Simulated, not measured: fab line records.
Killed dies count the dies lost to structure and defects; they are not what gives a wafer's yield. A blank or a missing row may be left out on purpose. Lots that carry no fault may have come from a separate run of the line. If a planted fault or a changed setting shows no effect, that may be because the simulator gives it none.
Matching of chambers / flow nand-harc / NHARC_P_GATE_DEP_103 on pecvd-01: 3 sister chambers
The step deposits SiON, target thk 30 nm. 3 wafers are shown with their chamber, then 9 later ones without.

## EACH WAFER AND ITS CHAMBER
wafer=L086.1; chamber=2; heater-power-w (W)=514
wafer=L091.4; chamber=0; heater-power-w (W)=725
wafer=L091.6; chamber=1; heater-power-w (W)=798

## WAFERS MISSING THEIR CHAMBER
wafer=L090.2; heater-power-w (W)=809
wafer=L090.4; heater-power-w (W)=811
wafer=L090.5; heater-power-w (W)=579
wafer=L092.2; heater-power-w (W)=727
wafer=L092.4; heater-power-w (W)=597
wafer=L092.6; heater-power-w (W)=793
wafer=L094.2; heater-power-w (W)=782
wafer=L094.5; heater-power-w (W)=749
wafer=L094.6; heater-power-w (W)=715

## WHICH CHAMBER EACH ONE RAN IN
wafer=L090.2; from the rows above=can't be placed: 1 or 0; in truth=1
wafer=L090.4; from the rows above=can't be placed: 1 or 0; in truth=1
wafer=L090.5; from the rows above=2; in truth=2
wafer=L092.2; from the rows above=can't be placed: 0 or 1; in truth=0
wafer=L092.4; from the rows above=can't be placed: 2 or 0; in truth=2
wafer=L092.6; from the rows above=can't be placed: 1 or 0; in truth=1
wafer=L094.2; from the rows above=can't be placed: 1 or 0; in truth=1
wafer=L094.5; from the rows above=can't be placed: 0 or 1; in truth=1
wafer=L094.6; from the rows above=can't be placed: 0 or 1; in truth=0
Correctly placed: 1 of 9. Can't be placed from these rows: 8 (the true chamber is among the candidates in 8). 0 placed wrongly.
How it was worked out, from the rows above alone: a wafer's distance from a chamber is the root of the sum, over the readings, of the square of ((its reading less the chamber's mean) divided by the reading's scatter). The wafer belongs to the nearest chamber; if the next one is less than 2 further off, it can't be placed. For every chamber, the mean is computed from those of its wafers that are shown. The scatter (one wafer shown for each chamber): square how far every hidden wafer sits from the nearest shown wafer, average those squares and take the square root.
